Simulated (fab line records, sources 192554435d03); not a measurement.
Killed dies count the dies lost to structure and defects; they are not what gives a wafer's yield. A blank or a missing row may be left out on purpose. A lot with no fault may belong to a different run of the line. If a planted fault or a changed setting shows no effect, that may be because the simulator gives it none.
Split-lot trial | flow n5 finfet | 21 wafers read from 7 lots, route of 1938 steps

ON THE SPLIT
At N5_PASSIVATION_EXPOSE_41 (exposes mask PASS OPEN, defocus 0 nm, target cd 40000 nm), the setting dose mj was moved away from the recipe's 57.25 on 10 of the 21 wafers read, by -5.1% to +5.9%. All remaining wafers had this setting at the recipe value.

FROM THE SPLIT TO THE READING: what the file shows between them, 3 steps
- N5_PASSIVATION_PEB_42 (also split here: peb time s)
- N5_PASSIVATION_DEVELOP_43: develop time 60 s
- N5_PASSIVATION_HARDBAKE_45: time 120 s

THE READING
Shown in nm: cd nm at N5_PASSIVATION_CD_MEAS_44, with target cd 40000 nm. Typical for fault-free wafers on this fab line: 40000 nm, with standard deviation 2.5 nm.

wafer  | tool, chamber at the split | dose mj as run | against the recipe | cd nm, nm | against lot-mates on the recipe
L074.2 | krf scanner-01, 0          | 57.25          | recipe             | 39999     | -
L074.4 | krf scanner-01, 0          | 57.25          | recipe             | 39997     | -
L074.6 | krf scanner-01, 0          | 57.25          | recipe             | 40003     | -
L078.3 | krf scanner-01, 0          | 54.61          | -4.6%              | 39992     | -12
L078.5 | krf scanner-01, 0          | 54.61          | -4.6%              | 39982     | -22
L078.6 | krf scanner-01, 0          | 57.25          | recipe             | 40004     | -
L077.3 | krf scanner-02, 0          | 54.31          | -5.1%              | 39979     | -22
L077.4 | krf scanner-02, 0          | 57.25          | recipe             | 40001     | -
L077.6 | krf scanner-02, 0          | 54.31          | -5.1%              | 39977     | -24
L079.2 | krf scanner-01, 0          | 54.75          | -4.4%              | 39985     | no lot-mate on the recipe
L079.5 | krf scanner-01, 0          | 54.75          | -4.4%              | 39984     | no lot-mate on the recipe
L079.6 | krf scanner-01, 0          | 54.75          | -4.4%              | 39986     | no lot-mate on the recipe
L082.2 | krf scanner-01, 0          | 57.25          | recipe             | 40001     | -
L082.4 | krf scanner-01, 0          | 57.25          | recipe             | 40002     | -
L082.6 | krf scanner-01, 0          | 57.25          | recipe             | 39999     | -
L094.3 | krf scanner-01, 0          | 57.25          | recipe             | 40003     | -
L094.4 | krf scanner-01, 0          | 59.97          | +4.8%              | 40025     | +22
L094.6 | krf scanner-01, 0          | 59.97          | +4.8%              | 40020     | +17
L096.1 | krf scanner-01, 0          | 57.25          | recipe             | 39998     | -
L096.2 | krf scanner-01, 0          | 57.25          | recipe             | 40003     | -
L096.6 | krf scanner-01, 0          | 60.63          | +5.9%              | 40016     | +16

FIT RESULTS
A straight line over all 21 wafers: cd nm changes by +3.73 nm for each +1% of dose mj; r = +0.96; the points scatter about the line by 3.6 nm.
The same after taking each lot's own level away (the mean of its wafers on the recipe; 18 wafers): +3.81 nm for each +1%; r = +0.97; scatter 3.3 nm.
On that fit, the largest move of dose mj shifts the reading by 22 nm.
The span of the lots' own levels, 39999.7 to 40004.0 nm, comes to 1.7 times the standard deviation stated above.
Consequently the slope shifts little with the lot-to-lot level, the two slopes agreeing.
Check: for one of the wafers moved furthest among these (+5.9%), held out of the fit, the line's prediction against its lot-mates is +24.3 nm. It came out at +15.5 nm against them.

THE OTHER SPLITS THESE WAFERS WENT THROUGH
Other splits were also applied to these wafers ahead of the reading. Each is held against what the fit with the lots' levels taken away leaves over:
other split on the same wafers             | wafers away from the commonest value | r with cd nm (lot level and that fit taken away)
N5_BEOL_M10_COAT_22 spin rpm               | 3                                    | +0.40
N5_BEOL_M11_COAT_63 spin rpm               | 7                                    | +0.03
N5_BEOL_M12_SPUTTER_44 time s              | 9                                    | -0.16
N5_BEOL_M13_SPUTTER_43 time s              | 3                                    | -0.50
N5_BEOL_M13_SPUTTER_44 power w             | 9                                    | +0.22
N5_BEOL_M14_DEP_53 time s                  | 5                                    | +0.10
N5_MIM_TOP_LITHO_DEVELOP_07 develop time s | 4                                    | +0.05
N5_PASSIVATION_EXPOSE_07 dose mj           | 5                                    | +0.17
N5_PASSIVATION_DEVELOP_09 develop time s   | 6                                    | +0.29
N5_PASSIVATION_PEB_42 peb time s           | as run: not given for these wafers   | -

THE FILE'S OWN FIT
cd nm changes by +3.61 nm for each +1% of dose mj, r = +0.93.
